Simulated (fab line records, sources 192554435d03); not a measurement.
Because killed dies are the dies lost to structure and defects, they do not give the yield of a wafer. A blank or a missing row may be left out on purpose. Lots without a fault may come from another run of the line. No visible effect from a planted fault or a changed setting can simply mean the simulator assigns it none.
Matching of chambers -- flow n5 finfet -- 4 sister chambers for N5_BEOL_M0_SAQP_MANDREL2_REMOVE_110 on rie si-01
The step chemistry HBr/Cl2/O2, target a-Si, stops on SiCN, bt time 10 s. 8 wafers are shown with their chamber, then 9 later ones without.

== EACH WAFER AND ITS CHAMBER ==
wafer,chamber,drypump motor current A (A),oes product au (a.u.)
L081.5,1,5.6,0.977
L083.1,0,5.0,0.986
L083.6,2,5.8,1.000
L084.4,1,5.6,0.965
L084.5,3,5.8,0.989
L087.3,2,5.8,0.993
L087.4,3,5.9,0.993
L087.6,0,5.0,0.981

== WAFERS WHOSE CHAMBER IS MISSING ==
wafer,drypump motor current A (A),oes product au (a.u.)
L090.3,5.0,1.002
L090.4,5.8,1.006
L090.6,5.8,1.005
L094.1,5.6,0.977
L094.4,5.8,1.004
L094.6,5.9,0.999
L095.1,5.6,0.976
L095.3,5.8,1.005
L095.4,5.8,1.005

== WHICH CHAMBER EACH WENT THROUGH ==
wafer,from the rows above,in truth
L090.3,0,0
L090.4,can't be placed: 2 or 3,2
L090.6,can't be placed: 2 or 3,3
L094.1,1,1
L094.4,can't be placed: 2 or 3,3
L094.6,can't be placed: 3 or 2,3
L095.1,1,1
L095.3,can't be placed: 2 or 3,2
L095.4,can't be placed: 2 or 3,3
Correct placement for 3 of the 9. Unplaceable from these rows: 6, with the true chamber sitting among the candidates in 6. 0 placed wrongly.
How it was worked out, from the rows above alone: a wafer's distance from a chamber is the root of the sum, over the readings, of the square of ((its reading less the chamber's mean) divided by the reading's scatter). If the next closest chamber is less than 2 further off than the closest, the wafer can't be placed; otherwise it belongs to the closest. For every chamber, the mean is computed from those of its wafers that are shown. The scatter is the square root of a quotient: the sum, over the shown wafers, of each reading's squared deviation from its chamber's mean, divided by wafers minus chambers.
